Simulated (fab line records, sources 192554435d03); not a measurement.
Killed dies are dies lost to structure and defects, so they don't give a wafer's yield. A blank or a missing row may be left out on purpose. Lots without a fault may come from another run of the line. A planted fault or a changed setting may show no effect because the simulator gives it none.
Split-lot experiment | flow n5_finfet | 7 lots, 21 wafers read, on a route of 1938 steps

THE SPLIT
At N5_STI_FIN_REVEAL_ETCHBACK_08 (etches SiO2 in C4F6/O2, target depth 30.5 nm, time 10.167 s), the setting time_s was moved away from the recipe's 10.167 s on 5 of the 21 wafers read, by -21.1% to +20.4%. The other wafers ran this setting at the recipe's value.

FROM THE SPLIT TO THE READING: what the file shows between them, 4 steps
- N5_STI_FIN_REVEAL_OXIDATION_31: chemistry O2 PLASMA REMOTE, time 20 s (also split here: time_s)
- N5_STI_FIN_REVEAL_PRECLEAN_32: cleans in NF3:NH3, afs cycles 1, time 20 s, sublimation time 60 s
- N5_STI_FIN_REVEAL_STRIP_35: strips Si3N4 in H3PO4, target depth 4 nm, time 39 s
- N5_STI_FIN_REVEAL_SRD_23: time 30 s

THE READING
trench_depth_nm, in nm, at N5_STI_FIN_REVEAL_FIN_H_MEAS_10. Fault-free wafers of this fab line usually give 52.0 nm, standard deviation 0.81 nm.

wafer  | tool, chamber at the split | time_s as run, s | against the recipe | trench_depth_nm, nm | against lot-mates on the recipe
L076.1 | rie_diel-06, 0,2,3         | 10.167           | recipe             | 52.4                | -
L076.4 | rie_diel-06, 0,2,3         | 10.167           | recipe             | 52.1                | -
L076.6 | rie_diel-06, 0,2,3         | 10.167           | recipe             | 52.0                | -
L081.1 | rie_diel-06, 0,1,3         | 10.167           | recipe             | 53.2                | -
L081.2 | rie_diel-06, 0,1,3         | 10.167           | recipe             | 53.5                | -
L081.3 | rie_diel-06, 0,1,3         | 10.167           | recipe             | 54.0                | -
L083.1 | rie_diel-02, 3,0           | 8.017            | -21.1%             | 44.9                | -6.5
L083.4 | rie_diel-02, 3,0           | 8.017            | -21.1%             | 45.6                | -5.8
L083.5 | rie_diel-02, 3             | 10.167           | recipe             | 51.4                | -
L088.1 | rie_diel-01, 1,0           | 10.167           | recipe             | 51.1                | -
L088.2 | rie_diel-01, 1,0           | 10.167           | recipe             | 51.1                | -
L088.3 | rie_diel-01, 3             | 12.24            | +20.4%             | 56.9                | +5.8
L089.3 | rie_diel-02, 0,2           | 12.22            | +20.2%             | 60.2                | +7.0
L089.4 | rie_diel-02, 2             | 10.167           | recipe             | 53.2                | -
L089.6 | rie_diel-02, 0,2           | 12.22            | +20.2%             | 59.8                | +6.6
L096.1 | rie_diel-02, 2,0,2         | 10.167           | recipe             | 52.4                | -
L096.4 | rie_diel-02, 2,0,2         | 10.167           | recipe             | 52.9                | -
L096.6 | rie_diel-02, 2,0,2         | 10.167           | recipe             | 52.8                | -
L097.3 | rie_diel-01, 0,2,1         | 10.167           | recipe             | 51.6                | -
L097.4 | rie_diel-01, 0,2,1         | 10.167           | recipe             | 51.7                | -
L097.6 | rie_diel-01, 0,2,1         | 10.167           | recipe             | 51.6                | -
Where a row lists several chambers, the file gives one row for several wafers and doesn't say which wafer went through which chamber.

THE FIT
A straight line over all 21 wafers: trench_depth_nm changes by +0.331 nm for each +1% of time_s; r = +0.96; the points scatter about the line by 0.99 nm.
The same after taking each lot's own level away (the mean of its wafers on the recipe; 21 wafers): +0.307 nm for each +1%; r = +1.00; scatter 0.32 nm.
On that fit, the largest move of time_s shifts the reading by 6.5 nm.
The lots' own levels span 51.10 to 53.57 nm, that is 3.0 times the standard deviation above.
So the lot-to-lot level changes the slope little: the two slopes agree.
Check: with one of the wafers moved furthest among these (-21.1%) left out of the fit, the line predicts -6.38 nm for it against its lot-mates. It came out at -6.5 nm against them.

OTHER SPLITS ON THESE WAFERS
These wafers also went through other splits before the reading. Each is held against what the fit with the lots' levels taken away leaves over:
other split on the same wafers                    | wafers away from the commonest value | r with trench_depth_nm (lot level and that fit taken away)
N5_PMOS_HMC_CHANNEL_EPI_PEB_07 peb_temp_c         | 7                                    | +0.43
N5_PMOS_HMC_CHANNEL_EPI_DEVELOP_08 develop_time_s | 8                                    | +0.31
N5_FIN_SAQP_SPACER1_ALD_24 ald_cycles             | 7                                    | -0.14
N5_STI_FIN_REVEAL_OXIDATION_31 time_s             | 9                                    | +0.30

THE FILE'S OWN FIT
trench_depth_nm changes by +0.303 nm for each +1% of time_s, r = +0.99.
